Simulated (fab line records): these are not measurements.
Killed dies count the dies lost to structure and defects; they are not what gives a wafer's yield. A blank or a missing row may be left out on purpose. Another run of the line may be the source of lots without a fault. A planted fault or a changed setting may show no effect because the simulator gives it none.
Matching of chambers || flow n5-finfet || rie-diel-01 running N5_FIN_CUT_CUT_ETCH_26: 4 sister chambers
The step etches SiNx in CH3F/O2, target depth 39 nm, time 55.7 s. 8 wafers are shown with their chamber, then 7 later ones without.

== WAFERS, EACH WITH ITS CHAMBER ==
{"wafer": "L074.1", "chamber": 1, "drypump-motor-current-A (A)": 6.0, "throttle-valve-pct (%)": 16.28}
{"wafer": "L080.5", "chamber": 2, "drypump-motor-current-A (A)": 5.5, "throttle-valve-pct (%)": 16.54}
{"wafer": "L080.6", "chamber": 0, "drypump-motor-current-A (A)": 5.1, "throttle-valve-pct (%)": 16.21}
{"wafer": "L081.1", "chamber": 0, "drypump-motor-current-A (A)": 5.1, "throttle-valve-pct (%)": 16.22}
{"wafer": "L081.3", "chamber": 3, "drypump-motor-current-A (A)": 5.4, "throttle-valve-pct (%)": 16.20}
{"wafer": "L081.5", "chamber": 2, "drypump-motor-current-A (A)": 5.6, "throttle-valve-pct (%)": 16.54}
{"wafer": "L087.1", "chamber": 1, "drypump-motor-current-A (A)": 6.0, "throttle-valve-pct (%)": 15.83}
{"wafer": "L087.3", "chamber": 3, "drypump-motor-current-A (A)": 5.4, "throttle-valve-pct (%)": 16.23}

== WAFERS WITH NO CHAMBER GIVEN ==
{"wafer": "L087.5", "drypump-motor-current-A (A)": 5.4, "throttle-valve-pct (%)": 16.22}
{"wafer": "L091.2", "drypump-motor-current-A (A)": 5.1, "throttle-valve-pct (%)": 16.25}
{"wafer": "L091.4", "drypump-motor-current-A (A)": 6.0, "throttle-valve-pct (%)": 15.83}
{"wafer": "L091.5", "drypump-motor-current-A (A)": 5.5, "throttle-valve-pct (%)": 16.58}
{"wafer": "L096.3", "drypump-motor-current-A (A)": 6.0, "throttle-valve-pct (%)": 15.85}
{"wafer": "L096.4", "drypump-motor-current-A (A)": 5.0, "throttle-valve-pct (%)": 16.27}
{"wafer": "L096.5", "drypump-motor-current-A (A)": 5.5, "throttle-valve-pct (%)": 16.57}

== WHICH CHAMBER EACH ONE RAN IN ==
{"wafer": "L087.5", "from the rows above": 3, "in truth": 3}
{"wafer": "L091.2", "from the rows above": 0, "in truth": 0}
{"wafer": "L091.4", "from the rows above": 1, "in truth": 1}
{"wafer": "L091.5", "from the rows above": 2, "in truth": 2}
{"wafer": "L096.3", "from the rows above": 1, "in truth": 1}
{"wafer": "L096.4", "from the rows above": 0, "in truth": 0}
{"wafer": "L096.5", "from the rows above": 2, "in truth": 2}
Correct placement for 7 of the 7. From these rows, 0 cannot be placed. Placed wrongly: 0.
How it was worked out, from the rows above alone: a wafer's distance from a chamber is the root of the sum, over the readings, of the square of ((its reading less the chamber's mean) divided by the reading's scatter). The wafer belongs to the nearest chamber; if the next one is less than 2 further off, it can't be placed. For every chamber, the mean is computed from those of its wafers that are shown. How the scatter is found: for the shown wafers, subtract from each reading the mean of its chamber, square and add these, divide the total by (wafers less chambers), then take the root.
